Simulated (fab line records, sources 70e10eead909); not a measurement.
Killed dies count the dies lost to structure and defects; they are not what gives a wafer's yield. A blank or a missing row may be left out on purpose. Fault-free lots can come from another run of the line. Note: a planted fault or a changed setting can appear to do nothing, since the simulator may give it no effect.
Chamber matching | flow nand-harc | NHARC_A_BLC_STRIP_21 on rie-diel-02: 4 sister chambers
The step strips in O2. 4 wafers are shown with their chamber, then 11 later ones without.

## WAFERS WITH THEIR CHAMBER
wafer  | chamber | drypump-motor-current-A (A)
L090.3 | 3       | 6.7
L088.6 | 1       | 5.2
L089.5 | 2       | 6.2
L091.1 | 0       | 5.0

## WAFERS WITH NO CHAMBER GIVEN
wafer  | drypump-motor-current-A (A)
L091.4 | 6.6
L091.6 | 6.6
L094.1 | 5.0
L094.4 | 6.2
L094.6 | 5.0
L096.2 | 6.6
L096.4 | 5.3
L096.5 | 5.2
L097.2 | 6.6
L097.4 | 6.2
L097.6 | 6.6

## WHICH CHAMBER EACH WENT THROUGH
wafer  | from the rows above | in truth
L091.4 | 3                   | 3
L091.6 | 3                   | 3
L094.1 | 0                   | 0
L094.4 | 2                   | 2
L094.6 | 0                   | 0
L096.2 | 3                   | 3
L096.4 | 1                   | 1
L096.5 | 1                   | 1
L097.2 | 3                   | 3
L097.4 | 2                   | 2
L097.6 | 3                   | 3
11 of 11 placed correctly. Not placeable from these rows: 0. 0 placed wrongly.
How it was worked out, from the rows above alone: a wafer's distance from a chamber is the root of the sum, over the readings, of the square of ((its reading less the chamber's mean) divided by the reading's scatter). If the next closest chamber is less than 2 further off than the closest, the wafer can't be placed; otherwise it belongs to the closest. For every chamber, the mean is computed from those of its wafers that are shown. The scatter: with one shown wafer a chamber, the root of the mean of the squares of how far each hidden wafer lies from its nearest shown one.
